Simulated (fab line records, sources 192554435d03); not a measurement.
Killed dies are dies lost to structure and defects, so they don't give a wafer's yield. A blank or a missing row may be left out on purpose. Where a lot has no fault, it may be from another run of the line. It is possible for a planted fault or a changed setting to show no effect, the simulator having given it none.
fab line records	flow n5Finfet
record lots=7	wafers=21
route steps=1938 shown WELL_APT@21 FIN_SAQP@130 SD_EPI_N@263 SD_EPI_P@300 SDB@348
startH: hours from the record's opening day to when the first of the lot's shown wafers began	waitH: how many hours have passed since the lot's step before this one	" identical to the entry in the row above	L1.1+2: a row that stands for several wafers	- no value, or no start was given	* or withheld: withheld	< > ~ a bound
route shown NAME@n: a module of which the file shows steps, and the number in the route of the first	usual: the fault-free wafers' mean and standard deviation	same: alike in all rows	chamber/n: place in a boat	sites: each site's reading	_std_site: the standard deviation of these	_edge_site: the outer-site mean with the inner-site mean subtracted	radiusMm: for every site, how far away it sits from the centre of the wafer	mask NAME#n: copy n	behind: the tool/chamber that last shaped the wafer	hold: what put the lot on hold/how long, in hours/how the hold closed	device: whichever transistor did not switch (one of n, p or np)	end of line: at the end of the route, the tests of the same wafers	a step given without rows: its recipe and nothing more	killed: dies lost to structure and defects at the first sort, not the wafer's yield	map: dies across one wafer; x = killed, . = not, _ = none there
set.NAME: setting as actually run; set.NAME@STEP: the setting as run at that earlier step	model.NAME: the simulator's own value behind a step, which no gauge read
one table per step and one row per wafer, for lots whose settings were changed on purpose
## steps
# step N5_WELL_APT_COAT_02
# recipe spinRpm=1357	resistThkNm=950
lot.wafer	tool	chamber	startH	waitH	set.spinRpm	model.coat_of_WELL_APT_COAT_02.thkNm
L077.1	lithoTrack-05	0	-	-	1357	947.9
L077.4	"	0	"	"	1357	951
L077.5	"	0	"	"	1357	953
L081.1	lithoTrack-04	0	-	-	1306	969.3
L081.3	"	0	"	"	1357	950.9
L081.6	"	0	"	"	1306	968.7
L083.1	lithoTrack-05	0	-	-	1357	949.5
L083.2	"	0	"	"	1410	932.2
L083.4	"	0	"	"	1357	948.7
L084.1	lithoTrack-02	0	-	-	1415	929.8
L084.4	"	0	"	"	1357	948.6
L084.6	"	0	"	"	1357	948.9
L089.3	lithoTrack-04	0	-	-	1357	950.1
L089.4	"	0	"	"	1484	907.5
L089.5	"	0	"	"	1357	953.3
L093.1	lithoTrack-05	0	-	-	1357	950.6
L093.5	"	0	"	"	1357	953
L093.6	"	0	"	"	1247	992.9
L095.4	lithoTrack-05	0	-	-	1357	957.2
L095.5	"	0	"	"	1439	924.7
L095.6	"	0	"	"	1357	952.1
# step N5_FIN_SAQP_ETCH_65
# recipe chemistry=CF4	target=SiO2	targetDepthA=40	ionEnergyEv=350	timeS=4.4	pressureMtorr=10	icpW=800	biasW=400	cf4FlowSccm=80
lot.wafer	tool	chamber	startH	waitH	set.timeS	model.etch.depthNm
L077.1	rieSi-01	0	43.17	0.1	4.4	4.018
L077.4	"	3	"	"	4.4	3.914
L077.5	"	1	"	"	4.4	3.938
L081.1	rieSi-04	1	67.06	0.1	4.74	4.404
L081.3	"	0	"	"	4.4	3.848
L081.6	"	0	"	"	4.4	3.826
L083.1	rieSi-04	1	79.56	0.1	3.746	3.447
L083.2	"	2	"	"	4.4	3.944
L083.4	"	0	"	"	4.4	3.843
L084.1	rieSi-04	3	85.01	0.1	4.4	3.888
L084.4	"	1	"	"	5.309	4.833
L084.6	"	0	"	"	5.309	4.554
L089.3	rieSi-01	3	114.13	0.1	4.839	4.291
L089.4	"	1	"	"	4.4	3.89
L089.5	"	2	"	"	4.839	4.456
L093.1	rieSi-04	3	138.48	0.1	4.4	3.956
L093.5	"	3	"	"	4.4	3.972
L093.6	"	0	"	"	4.4	3.789
L095.4	rieSi-01	1	150.02	0.1	3.637	3.222
L095.5	"	1	"	"	4.4	3.893
L095.6	"	0	"	"	4.4	3.96
# step N5_SD_EPI_N_COAT_33
# recipe resist=SiARC	tempC=220	timeS=60	spinRpm=1500	resistThkNm=35
lot.wafer	tool	chamber	startH	waitH	set.spinRpm	model.SiARC_of_SD_EPI_N_COAT_33.thkNm
L077.1+4+5	lithoTrack-04	0	-	-	1500	35
L081.1+6	lithoTrack-04	0	-	-	1423	36.2
L081.3	"	0	"	"	1500	35
L083.1+2+4	lithoTrack-05	0	-	-	1500	35
L084.1+6	lithoTrack-04	0	-	-	1500	35.2
L084.4	"	0	"	"	1500	35.4
L089.3	lithoTrack-04	0	-	-	1500	35
L089.4+5	"	0	"	"	1349	37
L093.1	lithoTrack-05	0	-	-	1500	35
L093.5+6	"	0	"	"	1500	35.2
L095.4	lithoTrack-05	0	-	-	1500	34.8
L095.5	"	0	"	"	1593	34
L095.6	"	0	"	"	1500	35
# step N5_SD_EPI_N_PEB_07
# recipe pebTempC=110	pebTimeS=60	resist=CAR-ArF-block
lot.wafer	tool	chamber	startH	waitH	set.pebTimeS
L077.1+4+5	lithoTrack-04	0	69.05	0.1	60
L081.1+3	lithoTrack-02	0	90.95	0.1	69.12
L081.6	"	0	"	"	60
L083.1+2+4	lithoTrack-04	0	104.90	0.1	60
L084.1+6	lithoTrack-05	0	110.12	0.1	52.83
L084.4	"	0	"	"	60
L089.3+4+5	lithoTrack-05	0	144.83	0.0	60
L093.1+6	lithoTrack-02	0	165.05	0.1	60
L093.5	"	0	"	"	54.37
L095.4+5	lithoTrack-05	0	173.68	0.0	47.7
L095.6	"	0	"	"	60
# step N5_SD_EPI_N_DEVELOP_08
# recipe developTimeS=30	developer=TMAH	resist=CAR-ArF-block	devTempC=23	rinseLiquid=diw	dry=airSpin
# step N5_SD_EPI_N_CD_MEAS_09
# recipe targetCdNm=120	landingEnergyEv=500	detector=seInlens
# usual cdNm=119.9/0.65
lot.wafer	tool	chamber	startH	waitH	set.pebTimeS@SD_EPI_N_PEB_07	cdNm
L077.1	cdSem-01	0	69.12	-	60	119.7
L077.4	"	0	"	"	60	119.7
L077.5	"	0	"	"	60	119.9
L081.1	cdSem-03	0	91.02	-	69.12	123.8
L081.3	"	0	"	"	69.12	124.0
L081.6	"	0	"	"	60	119.4
L083.1	cdSem-03	0	104.96	-	60	119.9
L083.2	"	0	"	"	60	120.1
L083.4	"	0	"	"	60	119.6
L084.1	cdSem-01	0	110.19	-	52.83	115.1
L084.4	"	0	"	"	60	119.1
L084.6	"	0	"	"	52.83	115.0
L089.3	cdSem-03	0	144.89	-	60	120.4
L089.4	"	0	"	"	60	119.2
L089.5	"	0	"	"	60	120.1
L093.1	cdSem-01	0	165.12	-	60	119.4
L093.5	"	0	"	"	54.37	116.2
L093.6	"	0	"	"	60	119.4
L095.4	cdSem-02	0	173.75	-	47.7	111.9
L095.5	"	0	"	"	47.7	110.5
L095.6	"	0	"	"	60	119.3
# step N5_SD_EPI_N_DESCUM_14
# recipe chemistry=O2	timeS=7.9	sourcePowerW=50	biasPowerW=20	pressureMtorr=20	rfFrequencyHz=2.712e+07	tempC=40	resist=CAR-ArF-block	o2FlowSccm=225
lot.wafer	tool	chamber	startH	waitH	set.pebTimeS@SD_EPI_N_PEB_07	model.SD_EPI_N.cdNm
L077.1+4	rieDiel-04	1,2	69.20	0.0	60	119.8
L077.5	"	1	"	"	60	120
L081.1+3	rieDiel-03	0,1	91.14	0.1	69.12	123.6
L081.6	"	0	"	"	60	119.4
L083.1	rieDiel-04	3	105.61	0.6	60	120.4
L083.2	"	1	"	"	60	120.6
L083.4	"	0	"	"	60	120
L084.1	rieDiel-04	1	110.28	0.0	52.83	115
L084.4	"	1	"	"	60	119.4
L084.6	"	3	"	"	52.83	115.6
L089.3	rieDiel-03	0	144.98	0.0	60	120.6
L089.4	"	2	"	"	60	119.4
L089.5	"	1	"	"	60	119.8
L093.1	rieDiel-04	0	165.21	0.0	60	119.8
L093.5	"	0	"	"	54.37	116.2
L093.6	"	1	"	"	60	119.6
L095.4	rieDiel-02	1	173.93	0.1	47.7	112
L095.5	"	3	"	"	47.7	110.4
L095.6	"	0	"	"	60	119.8
# step N5_SD_EPI_N_ETCH_34
# recipe chemistry=CF4	target=SiARC	targetDepthA=455	maskMaterial=CAR-ArF-block	timeS=75.8	ionEnergyEv=80	pressureMtorr=40	sourceW=545	biasW=36	Ar_flow_sccm=100	cf4FlowSccm=100	ends=cleared
lot.wafer	tool	chamber	startH	waitH	set.spinRpm@SD_EPI_N_COAT_33	set.pebTimeS@SD_EPI_N_PEB_07	model.SD_EPI_N.cdNm	model.CAR-ArF-block_of_SD_EPI_N_COAT_03.thkNm	model.etch.depthNm
L077.1	rieDiel-04	1	69.24	0.0	1500	60	119.8	111.4	35.1
L077.4	"	2	"	"	1500	60	120	111.2	35.09
L077.5	"	1	"	"	1500	60	120	111.4	35.09
L081.1	rieDiel-03	0	91.17	0.0	1423	69.12	123.8	110	36.13
L081.3	"	1	"	"	1500	69.12	123.8	111.6	35.1
L081.6	"	0	"	"	1423	60	119.6	110	36.13
L083.1	rieDiel-04	3	105.65	0.0	1500	60	119.8	110.4	35.01
L083.2	"	1	"	"	1500	60	120.6	110.6	35.01
L083.4	"	0	"	"	1500	60	119.6	110.8	35.02
L084.1	rieDiel-04	1	110.31	0.0	1500	52.83	115	111.4	35.21
L084.4	"	1	"	"	1500	60	119.2	111	35.31
L084.6	"	3	"	"	1500	52.83	115.4	110.8	35.19
L089.3	rieDiel-03	0	145.01	0.0	1500	60	120.4	111.2	35.09
L089.4	"	2	"	"	1349	60	119.2	109.6	37.06
L089.5	"	1	"	"	1349	60	119.6	110	37.01
L093.1	rieDiel-04	0	165.24	0.0	1500	60	119.6	110.2	35.1
L093.5	"	0	"	"	1500	54.37	116	110.2	35.13
L093.6	"	1	"	"	1500	60	119.4	110.4	35.13
L095.4	rieDiel-02	1	173.97	0.0	1500	47.7	112	110.8	34.89
L095.5	"	3	"	"	1593	47.7	110.2	111.6	33.92
L095.6	"	0	"	"	1500	60	119.8	111	34.95
# step N5_SD_EPI_N_ETCH_35
# recipe chemistry=N2/H2	target=SOC	overetchA=1080	maskMaterial=SiARC	tempC=40	ionEnergyEv=100	sourceW=3000	biasW=133	pressureMtorr=20	timeS=486	n2FlowSccm=200	h2FlowSccm=200
lot.wafer	tool	chamber	startH	waitH	set.spinRpm@SD_EPI_N_COAT_33	set.pebTimeS@SD_EPI_N_PEB_07	model.SD_EPI_N.cdNm	model.SiARC_of_SD_EPI_N_COAT_33.thkNm
L077.1	rieDiel-04	1	69.29	0.0	1500	60	120.4	20
L077.4	"	2	"	"	1500	60	120.6	19.8
L077.5	"	1	"	"	1500	60	121.8	19.8
L081.1	rieDiel-03	0	91.23	0.0	1423	69.12	123.6	20.8
L081.3	"	1	"	"	1500	69.12	123	20.4
L081.6	"	0	"	"	1423	60	119.2	20.8
L083.1	rieDiel-04	3	105.70	0.0	1500	60	121.2	20.6
L083.2	"	1	"	"	1500	60	121.2	19.8
L083.4	"	0	"	"	1500	60	118.2	20.2
L084.1	rieDiel-04	1	110.37	0.0	1500	52.83	115.8	19.8
L084.4	"	1	"	"	1500	60	119.6	19.8
L084.6	"	3	"	"	1500	52.83	115.8	20.6
L089.3	rieDiel-03	0	145.07	0.0	1500	60	119.8	19.8
L089.4	"	2	"	"	1349	60	118.4	22
L089.5	"	1	"	"	1349	60	118	22.2
L093.1	rieDiel-04	0	165.30	0.0	1500	60	121	19.2
L093.5	"	0	"	"	1500	54.37	116.6	19.4
L093.6	"	1	"	"	1500	60	119.4	19.8
L095.4	rieDiel-02	1	174.02	0.0	1500	47.7	113.4	19.6
L095.5	"	3	"	"	1593	47.7	111.4	18.4
L095.6	"	0	"	"	1500	60	120.4	20
# step N5_SD_EPI_P_EXPOSE_06
# recipe maskId=SD_P_BLK	na=1.35	sourceShape=conventional	sigmaOuter=0.8	polarization=unpolarized	targetCdNm=240	doseMj=39.5
lot.wafer	tool	chamber	startH	waitH	mask	set.doseMj
L077.1+4+5	arfiScanner-01	0	76.42	-	SD_P_BLK#0	39.5
L081.1	arfiScanner-02	0	95.36	-	SD_P_BLK#0	39.5
L081.3+6	"	0	"	"	SD_P_BLK#0	36.84
L083.1+4	arfiScanner-01	0	109.70	-	SD_P_BLK#0	41.47
L083.2	"	0	"	"	SD_P_BLK#0	39.5
L084.1+4	arfiScanner-01	0	114.55	-	SD_P_BLK#0	39.5
L084.6	"	0	"	"	SD_P_BLK#0	36.82
L089.3+4	arfiScanner-02	0	149.09	-	SD_P_BLK#0	38.62
L089.5	"	0	"	"	SD_P_BLK#0	39.5
L093.1+5	arfiScanner-01	0	169.45	-	SD_P_BLK#0	37.54
L093.6	"	0	"	"	SD_P_BLK#0	39.5
L095.4+6	arfiScanner-03	0	178.21	-	SD_P_BLK#0	39.5
L095.5	"	0	"	"	SD_P_BLK#0	40.29
# step N5_SD_EPI_P_PEB_07
# recipe pebTempC=110	pebTimeS=60	resist=CAR-ArF-block
# step N5_SD_EPI_P_DEVELOP_08
# recipe developTimeS=30	developer=TMAH	resist=CAR-ArF-block	devTempC=23	rinseLiquid=diw	dry=airSpin
# step N5_SD_EPI_P_CD_MEAS_09
# recipe targetCdNm=240	landingEnergyEv=500	detector=seInlens
# usual cdNm=240.1/0.8
lot.wafer	tool	chamber	startH	waitH	set.doseMj@SD_EPI_P_EXPOSE_06	cdNm
L077.1	cdSem-01	0	76.54	-	39.5	240.6
L077.4	"	0	"	"	39.5	240.3
L077.5	"	0	"	"	39.5	239.4
L081.1	cdSem-02	0	95.49	-	39.5	241.0
L081.3	"	0	"	"	36.84	235.6
L081.6	"	0	"	"	36.84	234.4
L083.1	cdSem-03	0	109.83	-	41.47	243.8
L083.2	"	0	"	"	39.5	240.7
L083.4	"	0	"	"	41.47	244.1
L084.1	cdSem-02	0	114.68	-	39.5	240.1
L084.4	"	0	"	"	39.5	240.7
L084.6	"	0	"	"	36.82	234.9
L089.3	cdSem-03	0	149.20	-	38.62	239.1
L089.4	"	0	"	"	38.62	239.6
L089.5	"	0	"	"	39.5	239.9
L093.1	cdSem-01	0	169.57	-	37.54	237.6
L093.5	"	0	"	"	37.54	236.8
L093.6	"	0	"	"	39.5	242.2
L095.4	cdSem-03	0	178.32	-	39.5	239.5
L095.5	"	0	"	"	40.29	240.1
L095.6	"	0	"	"	39.5	238.7
# step N5_SD_EPI_P_DESCUM_14
# recipe chemistry=O2	timeS=7.9	sourcePowerW=50	biasPowerW=20	pressureMtorr=20	rfFrequencyHz=2.712e+07	tempC=40	resist=CAR-ArF-block	o2FlowSccm=225
lot.wafer	tool	chamber	startH	waitH	set.doseMj@SD_EPI_P_EXPOSE_06	model.SD_EPI_P.cdNm
L077.1	rieDiel-05	1	76.63	0.0	39.5	240.8
L077.4	"	2	"	"	39.5	240
L077.5	"	0	"	"	39.5	239.6
L081.1	rieDiel-06	2	95.60	0.1	39.5	240.6
L081.3	"	0	"	"	36.84	235.8
L081.6	"	0	"	"	36.84	234.6
L083.1	rieDiel-06	1	110.16	0.3	41.47	243.4
L083.2	"	3	"	"	39.5	240.6
L083.4	"	2	"	"	41.47	244
L084.1	rieDiel-01	1	114.77	0.0	39.5	240
L084.4	"	0	"	"	39.5	240.4
L084.6	"	1	"	"	36.82	234.8
L089.3+4	rieDiel-05	1,0	149.29	0.0	38.62	239.4
L089.5	"	3	"	"	39.5	240
L093.1	rieDiel-01	3	169.66	0.0	37.54	237.6
L093.5	"	3	"	"	37.54	236.8
L093.6	"	2	"	"	39.5	242.2
L095.4	rieDiel-01	3	178.42	0.0	39.5	240.2
L095.5	"	1	"	"	40.29	240.2
L095.6	"	2	"	"	39.5	239.2
# step N5_SD_EPI_P_ETCH_36
# recipe chemistry=CF4	target=SiARC	targetDepthA=455	maskMaterial=CAR-ArF-block	timeS=75.8	ionEnergyEv=80	pressureMtorr=40	sourceW=545	biasW=36	Ar_flow_sccm=100	cf4FlowSccm=100	ends=cleared
lot.wafer	tool	chamber	startH	waitH	set.doseMj@SD_EPI_P_EXPOSE_06	model.SD_EPI_P.cdNm
L077.1	rieDiel-05	1	76.67	0.0	39.5	240.4
L077.4	"	2	"	"	39.5	239.8
L077.5	"	0	"	"	39.5	239.4
L081.1	rieDiel-06	2	95.64	0.0	39.5	241
L081.3	"	0	"	"	36.84	235.4
L081.6	"	0	"	"	36.84	234
L083.1	rieDiel-06	1	110.19	0.0	41.47	243.6
L083.2	"	3	"	"	39.5	240.8
L083.4	"	2	"	"	41.47	244.2
L084.1	rieDiel-01	1	114.80	0.0	39.5	239.8
L084.4	"	0	"	"	39.5	240.4
L084.6	"	1	"	"	36.82	234.8
L089.3	rieDiel-05	1	149.32	0.0	38.62	239.6
L089.4	"	0	"	"	38.62	239.2
L089.5	"	3	"	"	39.5	240
L093.1	rieDiel-01	3	169.69	0.0	37.54	237.4
L093.5	"	3	"	"	37.54	236.8
L093.6	"	2	"	"	39.5	242.4
L095.4	rieDiel-01	3	178.47	0.0	39.5	240.2
L095.5	"	1	"	"	40.29	240
L095.6	"	2	"	"	39.5	239.2
# step N5_SD_EPI_P_ETCH_37
# recipe chemistry=N2/H2	target=SOC	overetchA=1080	maskMaterial=SiARC	tempC=40	ionEnergyEv=100	sourceW=3000	biasW=133	pressureMtorr=20	timeS=486	n2FlowSccm=200	h2FlowSccm=200	ends=endPoint
lot.wafer	tool	chamber	startH	waitH	set.doseMj@SD_EPI_P_EXPOSE_06	model.SD_EPI_P.cdNm
L077.1	rieDiel-05	1	76.72	0.0	39.5	240.2
L077.4	"	2	"	"	39.5	239.2
L077.5	"	0	"	"	39.5	240.4
L081.1	rieDiel-06	2	95.70	0.0	39.5	241
L081.3	"	0	"	"	36.84	235.2
L081.6	"	0	"	"	36.84	233.2
L083.1	rieDiel-06	1	110.25	0.0	41.47	243.2
L083.2	"	3	"	"	39.5	240.2
L083.4	"	2	"	"	41.47	243.6
L084.1	rieDiel-01	1	114.86	0.0	39.5	240.2
L084.4	"	0	"	"	39.5	240.6
L084.6	"	1	"	"	36.82	235.2
L089.3	rieDiel-05	1	149.38	0.0	38.62	238.4
L089.4	"	0	"	"	38.62	239.6
L089.5	"	3	"	"	39.5	240
L093.1	rieDiel-01	3	169.75	0.0	37.54	238
L093.5	"	3	"	"	37.54	237.8
L093.6	"	2	"	"	39.5	241
L095.4	rieDiel-01	3	178.65	0.2	39.5	241.4
L095.5	"	1	"	"	40.29	240.6
L095.6	"	2	"	"	39.5	238
# step N5_SDB_COAT_03
# recipe resist=SOC	tempC=250	timeS=60	spinRpm=1500	resistThkNm=100
lot.wafer	tool	chamber	startH	waitH	set.spinRpm	model.SOC_of_SDB_COAT_03.thkNm
L077.1+5	lithoTrack-03	0	87.78	0.1	1500	99.8
L077.4	"	0	"	"	1500	99.6
L081.1+3	lithoTrack-02	0	106.54	0.1	1500	99.8
L081.6	"	0	"	"	1500	99.4
L083.1+4	lithoTrack-03	0	121.04	0.1	1500	99.8
L083.2	"	0	"	"	1500	100
L084.1	lithoTrack-02	0	125.82	0.1	1500	100
L084.4	"	0	"	"	1603	96.8
L084.6	"	0	"	"	1603	96.4
L089.3+5	lithoTrack-02	0	160.48	0.1	1555	98.4
L089.4	"	0	"	"	1500	99.8
L093.1	lithoTrack-03	0	181.52	0.1	1500	100.2
L093.5	"	0	"	"	1456	102
L093.6	"	0	"	"	1500	100.4
L095.4	lithoTrack-04	0	190.63	0.0	1607	96.2
L095.5	"	0	"	"	1500	99.6
L095.6	"	0	"	"	1500	99.8
## key
split step=N5_WELL_APT_COAT_02	setting=spinRpm	stated=1357	by=wafer
response step=N5_WELL_APT_COAT_02	reading=model.coat_of_WELL_APT_COAT_02.thkNm	change=-4.82	per=1%	r=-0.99
split step=N5_FIN_SAQP_ETCH_65	setting=timeS	stated=4.4	by=wafer
response step=N5_FIN_SAQP_ETCH_65	reading=model.etch.depthNm	change=+0.0404	per=1%	r=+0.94
split step=N5_SD_EPI_N_COAT_33	setting=spinRpm	stated=1500	by=wafer
response step=N5_SD_EPI_N_COAT_33	reading=model.SiARC_of_SD_EPI_N_COAT_33.thkNm	change=-0.192	per=1%	r=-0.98
response step=N5_SD_EPI_N_ETCH_34	reading=model.CAR-ArF-block_of_SD_EPI_N_COAT_03.thkNm	change=+0.16	per=1%	r=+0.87
response step=N5_SD_EPI_N_ETCH_34	reading=model.etch.depthNm	change=-0.187	per=1%	r=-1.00
response step=N5_SD_EPI_N_ETCH_35	reading=model.SiARC_of_SD_EPI_N_COAT_33.thkNm	change=-0.204	per=1%	r=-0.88
split step=N5_SD_EPI_N_PEB_07	setting=pebTimeS	stated=60	by=wafer
response step=N5_SD_EPI_N_CD_MEAS_09	reading=cdNm	change=+0.356	per=1%	r=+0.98
response step=N5_SD_EPI_N_DESCUM_14	reading=model.SD_EPI_N.cdNm	change=+0.365	per=1%	r=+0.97
response step=N5_SD_EPI_N_ETCH_34	reading=model.SD_EPI_N.cdNm	change=+0.366	per=1%	r=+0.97
response step=N5_SD_EPI_N_ETCH_35	reading=model.SD_EPI_N.cdNm	change=+0.346	per=1%	r=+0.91
split step=N5_SD_EPI_P_EXPOSE_06	setting=doseMj	stated=39.5	by=wafer
response step=N5_SD_EPI_P_CD_MEAS_09	reading=cdNm	change=+0.812	per=1%	r=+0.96
response step=N5_SD_EPI_P_DESCUM_14	reading=model.SD_EPI_P.cdNm	change=+0.772	per=1%	r=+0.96
response step=N5_SD_EPI_P_ETCH_36	reading=model.SD_EPI_P.cdNm	change=+0.815	per=1%	r=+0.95
response step=N5_SD_EPI_P_ETCH_37	reading=model.SD_EPI_P.cdNm	change=+0.777	per=1%	r=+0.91
split step=N5_SDB_COAT_03	setting=spinRpm	stated=1500	by=wafer
response step=N5_SDB_COAT_03	reading=model.SOC_of_SDB_COAT_03.thkNm	change=-0.487	per=1%	r=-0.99
